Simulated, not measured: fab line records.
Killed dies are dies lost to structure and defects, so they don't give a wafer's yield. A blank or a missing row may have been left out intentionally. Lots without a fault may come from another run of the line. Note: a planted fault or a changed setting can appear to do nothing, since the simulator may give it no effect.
Chamber matching :: flow n5Finfet :: N5_BEOL_M2_DESCUM_33 on rieDiel-04 has 4 sister chambers
The step chemistry O2, time 7 s. 24 wafers are shown with their chamber, then 12 later ones without.

== WAFERS WITH THEIR CHAMBER ==
wafer: L077.1
chamber: 0
throttleValvePct (%): 20.0
drypumpMotorCurrentA (A): 6.1
showerheadPlenumPTorr (Torr): 2.16

wafer: L077.5
chamber: 0
throttleValvePct (%): 20.0
drypumpMotorCurrentA (A): 6.1
showerheadPlenumPTorr (Torr): 2.16

wafer: L077.6
chamber: 3
throttleValvePct (%): 20.1
drypumpMotorCurrentA (A): 5.5
showerheadPlenumPTorr (Torr): 2.17

wafer: L078.1
chamber: 0
throttleValvePct (%): 20.0
drypumpMotorCurrentA (A): 6.1
showerheadPlenumPTorr (Torr): 2.16

wafer: L078.4
chamber: 1
throttleValvePct (%): 20.9
drypumpMotorCurrentA (A): 6.2
showerheadPlenumPTorr (Torr): 2.18

wafer: L078.5
chamber: 1
throttleValvePct (%): 20.9
drypumpMotorCurrentA (A): 6.2
showerheadPlenumPTorr (Torr): 2.18

wafer: L079.1
chamber: 0
throttleValvePct (%): 20.0
drypumpMotorCurrentA (A): 6.1
showerheadPlenumPTorr (Torr): 2.16

wafer: L079.2
chamber: 3
throttleValvePct (%): 20.1
drypumpMotorCurrentA (A): 5.5
showerheadPlenumPTorr (Torr): 2.17

wafer: L079.3
chamber: 2
throttleValvePct (%): 20.6
drypumpMotorCurrentA (A): 5.9
showerheadPlenumPTorr (Torr): 2.09

wafer: L081.2
chamber: 1
throttleValvePct (%): 20.9
drypumpMotorCurrentA (A): 6.1
showerheadPlenumPTorr (Torr): 2.18

wafer: L081.3
chamber: 2
throttleValvePct (%): 20.6
drypumpMotorCurrentA (A): 6.0
showerheadPlenumPTorr (Torr): 2.09

wafer: L081.4
chamber: 3
throttleValvePct (%): 20.1
drypumpMotorCurrentA (A): 5.5
showerheadPlenumPTorr (Torr): 2.16

wafer: L085.3
chamber: 1
throttleValvePct (%): 20.9
drypumpMotorCurrentA (A): 6.2
showerheadPlenumPTorr (Torr): 2.17

wafer: L085.4
chamber: 2
throttleValvePct (%): 20.6
drypumpMotorCurrentA (A): 6.0
showerheadPlenumPTorr (Torr): 2.09

wafer: L085.6
chamber: 2
throttleValvePct (%): 20.6
drypumpMotorCurrentA (A): 5.9
showerheadPlenumPTorr (Torr): 2.09

wafer: L086.2
chamber: 2
throttleValvePct (%): 20.6
drypumpMotorCurrentA (A): 5.9
showerheadPlenumPTorr (Torr): 2.08

wafer: L086.3
chamber: 0
throttleValvePct (%): 20.0
drypumpMotorCurrentA (A): 6.1
showerheadPlenumPTorr (Torr): 2.15

wafer: L086.5
chamber: 1
throttleValvePct (%): 20.9
drypumpMotorCurrentA (A): 6.2
showerheadPlenumPTorr (Torr): 2.17

wafer: L088.1
chamber: 2
throttleValvePct (%): 20.7
drypumpMotorCurrentA (A): 5.9
showerheadPlenumPTorr (Torr): 2.08

wafer: L088.3
chamber: 0
throttleValvePct (%): 20.0
drypumpMotorCurrentA (A): 6.1
showerheadPlenumPTorr (Torr): 2.15

wafer: L088.6
chamber: 0
throttleValvePct (%): 20.1
drypumpMotorCurrentA (A): 6.1
showerheadPlenumPTorr (Torr): 2.15

wafer: L089.2
chamber: 1
throttleValvePct (%): 20.9
drypumpMotorCurrentA (A): 6.2
showerheadPlenumPTorr (Torr): 2.17

wafer: L089.3
chamber: 3
throttleValvePct (%): 20.1
drypumpMotorCurrentA (A): 5.5
showerheadPlenumPTorr (Torr): 2.16

wafer: L089.5
chamber: 3
throttleValvePct (%): 20.2
drypumpMotorCurrentA (A): 5.5
showerheadPlenumPTorr (Torr): 2.16

SIGNATURES, as means of the wafers listed above
reading: throttleValvePct
chamber 0: 20.014
chamber 1: 20.900
chamber 2: 20.617
chamber 3: 20.120
scatter within a chamber: 0.0353

reading: drypumpMotorCurrentA
chamber 0: 6.100
chamber 1: 6.183
chamber 2: 5.933
chamber 3: 5.500
scatter within a chamber: 0.0329

reading: showerheadPlenumPTorr
chamber 0: 2.1557
chamber 1: 2.1750
chamber 2: 2.0867
chamber 3: 2.1640
scatter within a chamber: 0.00536
Rule: distance of a wafer from a chamber = root of the sum over the readings of ((wafer's reading minus chamber's mean) / reading's scatter) squared. If the next closest chamber is less than 2 further off than the closest, the wafer can't be placed; otherwise it belongs to the closest. The scatter is the square root of a quotient: the sum, over the shown wafers, of each reading's squared deviation from its chamber's mean, divided by wafers minus chambers.

== WAFERS WITH NO CHAMBER GIVEN ==
wafer: L090.4
throttleValvePct (%): 20.1
drypumpMotorCurrentA (A): 6.1
showerheadPlenumPTorr (Torr): 2.15

wafer: L090.5
throttleValvePct (%): 20.9
drypumpMotorCurrentA (A): 6.2
showerheadPlenumPTorr (Torr): 2.17

wafer: L090.6
throttleValvePct (%): 20.6
drypumpMotorCurrentA (A): 5.9
showerheadPlenumPTorr (Torr): 2.08

wafer: L091.2
throttleValvePct (%): 20.9
drypumpMotorCurrentA (A): 6.2
showerheadPlenumPTorr (Torr): 2.17

wafer: L091.4
throttleValvePct (%): 20.7
drypumpMotorCurrentA (A): 5.9
showerheadPlenumPTorr (Torr): 2.08

wafer: L091.6
throttleValvePct (%): 20.6
drypumpMotorCurrentA (A): 5.9
showerheadPlenumPTorr (Torr): 2.08

wafer: L094.1
throttleValvePct (%): 20.9
drypumpMotorCurrentA (A): 6.2
showerheadPlenumPTorr (Torr): 2.17

wafer: L094.2
throttleValvePct (%): 20.6
drypumpMotorCurrentA (A): 6.0
showerheadPlenumPTorr (Torr): 2.08

wafer: L094.6
throttleValvePct (%): 20.2
drypumpMotorCurrentA (A): 5.5
showerheadPlenumPTorr (Torr): 2.15

wafer: L096.1
throttleValvePct (%): 20.6
drypumpMotorCurrentA (A): 5.9
showerheadPlenumPTorr (Torr): 2.08

wafer: L096.2
throttleValvePct (%): 20.1
drypumpMotorCurrentA (A): 5.5
showerheadPlenumPTorr (Torr): 2.15

wafer: L096.4
throttleValvePct (%): 20.1
drypumpMotorCurrentA (A): 6.1
showerheadPlenumPTorr (Torr): 2.15

== WHICH CHAMBER EACH WENT THROUGH ==
wafer: L090.4
from the rows above: 0
in truth: 0

wafer: L090.5
from the rows above: 1
in truth: 1

wafer: L090.6
from the rows above: 2
in truth: 2

wafer: L091.2
from the rows above: 1
in truth: 1

wafer: L091.4
from the rows above: 2
in truth: 2

wafer: L091.6
from the rows above: 2
in truth: 2

wafer: L094.1
from the rows above: 1
in truth: 1

wafer: L094.2
from the rows above: 2
in truth: 2

wafer: L094.6
from the rows above: 3
in truth: 3

wafer: L096.1
from the rows above: 2
in truth: 2

wafer: L096.2
from the rows above: 3
in truth: 3

wafer: L096.4
from the rows above: 0
in truth: 0
Placed correctly: 12 of 12. Can't be placed from these rows: 0. Number placed wrongly: 0.
